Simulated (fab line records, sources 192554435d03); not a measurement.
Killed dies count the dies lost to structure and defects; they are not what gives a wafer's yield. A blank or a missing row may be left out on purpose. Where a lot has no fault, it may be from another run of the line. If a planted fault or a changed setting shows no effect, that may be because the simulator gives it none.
Matching of chambers -- flow n5Finfet -- 4 sister chambers for N5_STI_FIN_REVEAL_STRIP_24 on rieDiel-05
The step strips in N2/H2, time 90 s. 4 wafers are shown with their chamber, then 9 later ones without.

## EACH WAFER AND ITS CHAMBER
wafer,chamber,showerheadPlenumPTorr (Torr)
L082.6,1,3.35
L083.1,3,3.34
L083.2,0,3.60
L083.6,2,3.50

## WAFERS WHOSE CHAMBER IS MISSING
wafer,showerheadPlenumPTorr (Torr)
L086.1,3.49
L086.2,3.34
L086.3,3.34
L087.1,3.49
L087.3,3.60
L087.4,3.34
L091.2,3.49
L091.3,3.59
L091.6,3.49

## WHICH CHAMBER EACH ONE RAN IN
wafer,from the rows above,in truth
L086.1,2,2
L086.2,can't be placed: 3 or 1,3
L086.3,can't be placed: 3 or 1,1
L087.1,2,2
L087.3,0,0
L087.4,can't be placed: 3 or 1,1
L091.2,2,2
L091.3,0,0
L091.6,2,2
6 of 9 placed correctly. From these rows, 3 cannot be placed; in 3 the true chamber is one of the candidates. Placed wrongly: 0.
How it was worked out, from the rows above alone: a wafer's distance from a chamber is the root of the sum, over the readings, of the square of ((its reading less the chamber's mean) divided by the reading's scatter). If the next closest chamber is less than 2 further off than the closest, the wafer can't be placed; otherwise it belongs to the closest. For every chamber, the mean is computed from those of its wafers that are shown. The scatter (one wafer shown for each chamber): square how far every hidden wafer sits from the nearest shown wafer, average those squares and take the square root.
